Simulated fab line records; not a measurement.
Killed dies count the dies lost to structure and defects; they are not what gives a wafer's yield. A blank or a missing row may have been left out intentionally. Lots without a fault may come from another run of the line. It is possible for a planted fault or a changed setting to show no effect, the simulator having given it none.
fab line records | flow n5_finfet
record lots=4 | wafers=12 | last_day=17
route steps=1938 shown BEOL_M8@1389 BEOL_M9@1401 PASSIVATION@1936
lots that met no fault: from a run of the same line without faults
start_h: the number of hours between the record's first day and the start of the first shown wafer of the lot | wait_h: how many hours have passed since the lot's step before this one | " repeats the value in the row above | L1.1+2: a single row standing in for several wafers | - no value, or no start was given | * or withheld: withheld | < > ~ a bound
route shown NAME@n: NAME is a module with steps in the file, n the number in the route of the first one | usual: mean and standard deviation over wafers with no fault | same: alike in all rows | chamber/n: place in a boat | sites: readings site by site | _std_site: standard deviation of those values | _edge_site: outer sites' mean less inner sites' | radius_mm: for every site, how far away it sits from the centre of the wafer | mask NAME#n: copy n | behind: the last tool/chamber to shape the wafer | hold: why the lot was held/for how many hours/how that ended | device: names the non-switching transistor (n, p or np) | end of line: the tests these same wafers got at the end of their route | a step with no rows: only its recipe | killed: count of dies lost to structure and defects at first sort (not the wafer's yield) | map: shows each die of a wafer: x if killed, . if not, _ if none is there
set.NAME: the run value of the setting; set.NAME@STEP: its run value at that earlier step | model.NAME: the simulator's own value behind a step, which no gauge read
lots at some steps of the route; a table a step, a row a wafer
services: a tool's chamber out of use, with start hour (start_h, from the record's first day; less than 0 if before it), hours out, and reason
## steps
# step N5_BEOL_M8_ALD_77
# recipe material=TaN | target_thk_a=20 | temp_c=275 | ald_precursor_family=PDMAT | ald_co_reactant=NH3 | pressure_torr=3 | carrier_flow_sccm=1500 | pulse_time_s=2 | purge_time_s=3 | co_reactant_purge_time_s=2 | co_reactant_pulse_time_s=3 | ald_cycles=40 | precursor_vessel_temp_c=75 | precursor_vessel_pressure_torr=26.25 | precursor_vessel_carrier_sccm=1000
# step N5_BEOL_M8_SURFACE_TREAT_79
# recipe gas=Ar | time_s=* | ion_energy_ev=* | ion_current_ma_cm2=0.5 | pressure_mtorr=* | ar_flow_sccm=30
# step N5_BEOL_M8_CVD_78
# recipe material=Co | target_thk_a=20 | temp_c=withheld | precursor=CCTBA/H2 | pressure_torr=30 | time_s=142.3
# step N5_BEOL_M8_SPUTTER_48
# recipe material=Cu | target_thk_a=100 | temp_c=-20 | bias_v=60 | power_w=26000 | chamber_pressure_pa=0.13 | time_s=1.667
# step N5_BEOL_M8_ECD_50
# recipe material=Cu | target_thk_a=3000
# step N5_BEOL_M8_ANNEAL_51
# recipe temp_c=225 | time_s=90 | ambient=N2
# step N5_BEOL_M8_CMP_52
# recipe stop_on=SiCOH_lowk | t_overpolish_s=6.9 | down_force_psi=1 | platen_rpm=50 | clearing_platen_down_force_psi=1.5 | clearing_platen_rpm=50 | post_cmp_clean=cu_alkaline | target_thk_nm=80 | clearing_platen_pad_velocity_m_s=0.99484 | pad_velocity_m_s=0.99484
# step N5_BEOL_M8_PRE_CLEAN_55
# recipe gas=NH3 | time_s=15 | temp_c=withheld | rf_power_w=300
# step N5_BEOL_M8_DEP_56
# recipe material=SiCN | target_thk_a=100 | temp_c=withheld | precursor=3MS/NH3 | pressure_torr=3 | rf_w=202 | time_s=17.5
# step N5_BEOL_M9_ILD_DEP_00
# recipe material=SiCOH_lowk | target_thk_a=3085.1 | temp_c=300 | precursor=DEMS/porogen | pressure_torr=5 | rf_w=500 | time_s=58
# usual heater_power_w=325/51 | showerhead_plenum_p_Torr=5.741/0.017 | throttle_valve_pct=13.7/0.75
lot.wafer | tool     | chamber | start_h | wait_h | heater_power_w | showerhead_plenum_p_Torr | throttle_valve_pct | model.SiCOH_lowk_of_BEOL_M9_ILD_DEP_00.thk_nm
L344.2    | pecvd-04 | 0       | 259.91  | 0.0    | 391            | 5.760                    | 14.3               | 304.8
L344.4    | "        | 2       | "       | "      | 397            | 5.745                    | 12.6               | 316.6
L344.6    | "        | 0       | "       | "      | 396            | 5.733                    | 14.2               | 313.4
L350.2    | pecvd-04 | 2       | 291.80  | 0.0    | 350            | 5.734                    | 12.7               | 308
L350.4    | "        | 0       | "       | "      | 325            | 5.745                    | 13.9               | 340.6
L350.5    | "        | 1       | "       | "      | 304            | 5.730                    | 14.1               | 339.6
L352.2    | pecvd-04 | 0       | 305.23  | 0.0    | 381            | 5.737                    | 14.1               | 306.4
L352.3    | "        | 2       | "       | "      | 376            | 5.746                    | 12.7               | 311.4
L352.6    | "        | 1       | "       | "      | 284            | 5.734                    | 14.2               | 345.8
L358.1    | pecvd-03 | 2       | 329.95  | 0.0    | 252            | 5.745                    | 13.2               | 306.4
L358.4    | "        | 2       | "       | "      | 256            | 5.752                    | 13.2               | 312.6
L358.5    | "        | 2       | "       | "      | 263            | 5.757                    | 13.3               | 306
# step N5_BEOL_M9_CURE_71
# recipe temp_c=385 | time_s=240 | ambient=He/Ar | material=SiCOH_lowk
# step N5_BEOL_M9_THK_MEAS_01
# recipe reads=SiCOH_lowk_of_BEOL_M9_ILD_DEP_00
# usual M9_ILD_THK=269/3.8
lot.wafer | tool          | chamber | start_h | wait_h | M9_ILD_THK[nm]
L344.2    | film_metro-01 | -       | 260.51  | 0.4    | 265
L344.4    | "             | -       | "       | "      | 275
L344.6    | "             | -       | "       | "      | 272
L350.2    | film_metro-02 | -       | 292.39  | 0.4    | 268
L350.4    | "             | -       | "       | "      | 296
L350.5    | "             | -       | "       | "      | 295
L352.2    | film_metro-01 | -       | 305.82  | 0.4    | 266
L352.3    | "             | -       | "       | "      | 271
L352.6    | "             | -       | "       | "      | 301
L358.1    | film_metro-01 | -       | 330.67  | 0.4    | 266
L358.4    | "             | -       | "       | "      | 271
L358.5    | "             | -       | "       | "      | 266
# step N5_BEOL_M9_PECVD_70
# recipe material=SiO2 | target_thk_a=200 | temp_c=400 | precursor=TEOS/O2 | pressure_torr=5.5 | rf_w=450 | teos_flow_sccm=53.8 | gas=O2 | flow_sccm=3000 | time_s=22.7
# step N5_BEOL_M9_HM_DEP_02
# recipe material=TiN | target_thk_a=200 | temp_c=25 | chamber_pressure_pa=0.49996
# step N5_BEOL_M9_COAT_59
# recipe resist=SOC | temp_c=250 | time_s=60 | spin_rpm=1500 | resist_thk_nm=100
# step N5_BEOL_M9_COAT_60
# recipe resist=SiARC | temp_c=220 | time_s=60 | spin_rpm=1500 | resist_thk_nm=30
# step N5_BEOL_M9_COAT_05
# recipe resist=CAR-ArF | spin_rpm=1500 | resist_thk_nm=90
# step N5_BEOL_M9_EBR_07
# recipe solvent=PGMEA | ebr_width_mm=1.5
# step N5_BEOL_M9_SOFTBAKE_06
# recipe temp_c=110 | time_s=60 | resist=CAR-ArF
# step N5_BEOL_M9_EXPOSE_08
# recipe mask_id=M9 | na=1.35 | source_shape=dipole | sigma_inner=0.411 | sigma_outer=0.611 | polarization=te | dose_mj=53.75
# step N5_BEOL_M9_PEB_09
# recipe peb_temp_c=withheld | peb_time_s=60 | resist=CAR-ArF
# step N5_BEOL_M9_DEVELOP_10
# recipe develop_time_s=30 | developer=TMAH | resist=CAR-ArF | rinse_liquid=diw | dry=air_spin | dev_temp_c=23
# step N5_BEOL_M9_DESCUM_16
# recipe chemistry=O2 | time_s=7.9 | source_power_w=50 | bias_power_w=20 | pressure_mtorr=20 | rf_frequency_hz=2.712e+07 | temp_c=40 | resist=CAR-ArF | o2_flow_sccm=225
# step N5_BEOL_M9_ETCH_61
# recipe chemistry=CF4 | target=SiARC | target_depth_a=390 | mask_material=CAR-ArF | time_s=65 | ion_energy_ev=80 | pressure_mtorr=40 | source_w=545 | bias_w=36 | Ar_flow_sccm=100 | cf4_flow_sccm=100 | ends=cleared
# step N5_BEOL_M9_ETCH_62
# recipe chemistry=N2/H2 | target=SOC | target_depth_a=1100 | overetch_a=220 | mask_material=SiARC | temp_c=40 | time_s=165 | ion_energy_ev=200 | pressure_mtorr=30 | source_w=840 | bias_w=150 | n2_flow_sccm=200 | h2_flow_sccm=200
# step N5_BEOL_M9_STRIP_68
# recipe chemistry=N2/H2 | temp_c=40 | n2_flow_sccm=200 | h2_flow_sccm=200 | rf_frequency_hz=6e+07
# step N5_BEOL_M9_STRIP_67
# recipe chemistry=CF4 | resist=SiARC | power_w=300 | bias_power_w=75 | pressure_mtorr=50 | cf4_flow_sccm=150 | rf_frequency_hz=6e+07
# step N5_BEOL_M9_HM_OPEN_17
# recipe chemistry=Cl2/BCl3 | target_depth_a=200 | overetch_a=60 | target=TiN | mask_material=SOC | ion_energy_ev=150 | pressure_mtorr=10 | icp_w=1000 | bias_w=126 | Cl2_flow_sccm=53.25 | bcl3_flow_sccm=21.75 | Ar_flow_sccm=25
# step N5_BEOL_M9_STRIP_19
# recipe chemistry=O2 | power_w=400 | temp_c=40 | pressure_mtorr=30 | rf_frequency_hz=6e+07 | bias_power_w=0 | overash_fraction=0.2 | o2_flow_sccm=225
# step N5_BEOL_M9_COAT_63
# recipe resist=SOC | temp_c=250 | time_s=60 | spin_rpm=1500 | resist_thk_nm=60
# step N5_BEOL_M9_COAT_64
# recipe resist=SiARC | temp_c=220 | time_s=60 | spin_rpm=1500 | resist_thk_nm=12
# step N5_BEOL_M9_COAT_75
# recipe resist=underlayer | temp_c=205 | time_s=60 | spin_rpm=1500 | resist_thk_nm=5
# step N5_BEOL_M9_COAT_22
# recipe resist=CAR-EUV | spin_rpm=1500 | resist_thk_nm=30
# step N5_BEOL_M9_EBR_24
# recipe solvent=PGMEA | ebr_width_mm=1.5
# step N5_BEOL_M9_SOFTBAKE_23
# recipe temp_c=110 | time_s=60 | resist=CAR-EUV
# step N5_BEOL_M9_CMP_52
# recipe stop_on=SiCOH_lowk | t_overpolish_s=7 | down_force_psi=1 | platen_rpm=50 | clearing_platen_down_force_psi=1.5 | clearing_platen_rpm=50 | post_cmp_clean=cu_alkaline | target_thk_nm=140 | clearing_platen_pad_velocity_m_s=0.99484 | pad_velocity_m_s=0.99484
# usual motor_current_A=6.2/0.65 | slurry_flow_ml_min=150.0/0.46
lot.wafer | tool   | chamber | start_h | wait_h | motor_current_A | slurry_flow_ml_min | model.SiCOH_lowk_of_BEOL_M9_ILD_DEP_00.thk_nm
L344.4    | cmp-03 | 3       | 267.04  | 0.1    | 6.4             | 151.2              | 272.2
L344.2    | "      | 2       | "       | "      | 6.8             | 150.4              | 261.8
L344.6    | "      | 3       | "       | "      | 6.2             | 151.3              | 269.4
L350.2    | cmp-02 | 0       | 298.85  | 0.3    | 6.1             | 149.4              | 264.6
L350.4    | "      | 1       | "       | "      | 6.9             | 150.2              | 293.4
L350.5    | "      | 3       | "       | "      | 6.3             | 150.0              | 292.4
L352.3    | cmp-02 | 2       | 311.39  | 0.2    | 6.2             | 149.8              | 267.4
L352.2    | "      | 1       | "       | "      | 7.1             | 150.5              | 263.2
L352.6    | "      | 3       | "       | "      | 6.3             | 150.1              | 298
L358.4    | cmp-04 | 1       | 343.33  | 0.1    | 6.4             | 149.9              | 268.6
L358.1    | "      | 0       | "       | "      | 4.9             | 150.0              | 263
L358.5    | "      | 2       | "       | "      | 6.1             | 150.8              | 262.6
# step N5_PASSIVATION_PROBE_49
# usual defect_limited_yield=91.5/1.4 | killed_at_M0_to_M3=32/11 | killed_at_M4_up=12/4.4 | killed_at_contacts=13/6.1 | killed_at_front_end=39/12 | killed_at_other=3.9/3 | killed_dies=100/17 | killed_open=66/12 | killed_short=33/7.4 | sort_bin_4_leakage=0.03/0.14 | sort_bin_5_function=5.0/0.95 | sort_bin_6_memory=3.2/0.66 | sort_bin_8_speed=0.0/0.33 | sort_n_pass=1079/17 | sort_yield_pct=91.4/1.5
# same gross_dies=1180 | killed_at_back_side=0
lot.wafer | tool      | chamber | start_h | wait_h | defect_limited_yield[%] | killed_at_M0_to_M3 | killed_at_M4_up | killed_at_contacts | killed_at_front_end | killed_at_other | killed_dies | killed_open | killed_short | sort_bin_4_leakage[%] | sort_bin_5_function[%] | sort_bin_6_memory[%] | sort_bin_8_speed[%] | sort_n_pass | sort_yield_pct[%]
L352.2    | prober-02 | -       | 369.80  | 0.1    | 92.9                    | 24                 | 9               | 22                 | 27                  | 2               | 84          | 53          | 31           | 1.19                  | 4.8                    | 1.9                  | 0                   | 1082        | 91.7
L352.3    | prober-02 | -       | 369.85  | 0.1    | 92.4                    | 25                 | 12              | 15                 | 38                  | 0               | 90          | 57          | 31           | 0                     | 4.7                    | 2.9                  | 0                   | 1090        | 92.4
L352.6    | prober-02 | -       | 370.00  | 0.3    | 92.2                    | 17                 | 17              | 9                  | 47                  | 2               | 92          | 56          | 34           | 0                     | 4.3                    | 2.9                  | 0                   | 1088        | 92.2
# killed by level:class
L352.2 MOL_CONTACT_COAG:geometric_particle:open=19 BEOL_M3:geometric_particle:open=7 BEOL_M0:geometric_particle:open=6 FIN_SAQP:geometric_particle:short=5 FIN_CUT:geometric_particle:short=4 GATE_CUT:geometric_particle:short=4 BEOL_M3:geometric_particle:short=4 DUMMY_GATE:geometric_particle:open=3
L352.3 MOL_CONTACT_COAG:geometric_particle:open=11 STI_FIN_REVEAL:geometric_particle:open=9 FIN_SAQP:geometric_particle:short=8 BEOL_M4:geometric_particle:open=6 BEOL_M0_SAQP:geometric_particle:open=5 BEOL_M2:geometric_particle:open=5 BEOL_M0:geometric_particle:open=4 ILD0:geometric_particle:short=4
L352.6 STI_FIN_REVEAL:geometric_particle:open=10 FIN_SAQP:geometric_particle:open=8 MOL_CONTACT_COAG:geometric_particle:open=8 BEOL_M4:geometric_particle:open=7 FIN_SAQP:geometric_particle:short=6 STI_FIN_REVEAL:geometric_particle:short=6 BEOL_M1:geometric_particle:open=4 STARTING-WAFER:geometric_particle:short=4
## services
tool     | chamber | start_h | hours | kind
cmp-02   | -       | 239.83  | 4.0   | pm
cmp-02   | -       | 243.83  | -     | consumable_replace:conditioner
cmp-02   | -       | 243.83  | -     | consumable_replace:pad
cmp-02   | -       | 256.58  | 0.3   | repair
pecvd-03 | 2       | 281.80  | 4.3   | repair
cmp-04   | -       | 306.07  | 0.5   | repair
pecvd-03 | -       | 307.84  | 0.5   | repair
cmp-03   | -       | 311.23  | 4.0   | pm
cmp-03   | -       | 315.23  | -     | consumable_replace:conditioner
cmp-03   | -       | 315.23  | -     | consumable_replace:pad
cmp-04   | -       | 319.68  | 1.3   | repair
pecvd-03 | 0       | 320.29  | 13.8  | repair
pecvd-04 | 2       | 331.10  | 2.1   | scheduled_down
cmp-03   | -       | 337.01  | 3.0   | pm
pecvd-03 | 2       | 337.13  | 2.1   | scheduled_down
## key
first_sign step=N5_BEOL_M9_THK_MEAS_01 | reading=M9_ILD_THK | direction=up | sigmas=7.4 | usual=269 | struck=298
effect none on later readings
model_effect step=N5_BEOL_M9_ILD_DEP_00 | value=SiCOH_lowk_of_BEOL_M9_ILD_DEP_00.thk_nm | without=308.1 | struck=342
model_effect step=N5_BEOL_M9_CMP_52 | value=SiCOH_lowk_of_BEOL_M9_ILD_DEP_00.thk_nm | without=264.6 | struck=294.6
met_at N5_BEOL_M9_ILD_DEP_00
struck_wafers L350.4,L350.5,L352.6
onset_between 259.91 291.80
fault kind=process_parameter_drift | tool=pecvd-04 | chamber=- | onset_h=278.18 | steps=N5_BEOL_M9_ILD_DEP_00 | channel=target_thk_a | offset=* | shape=step | end_h=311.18 | scope=struck_wafers_only | acts_in=* | stated=*
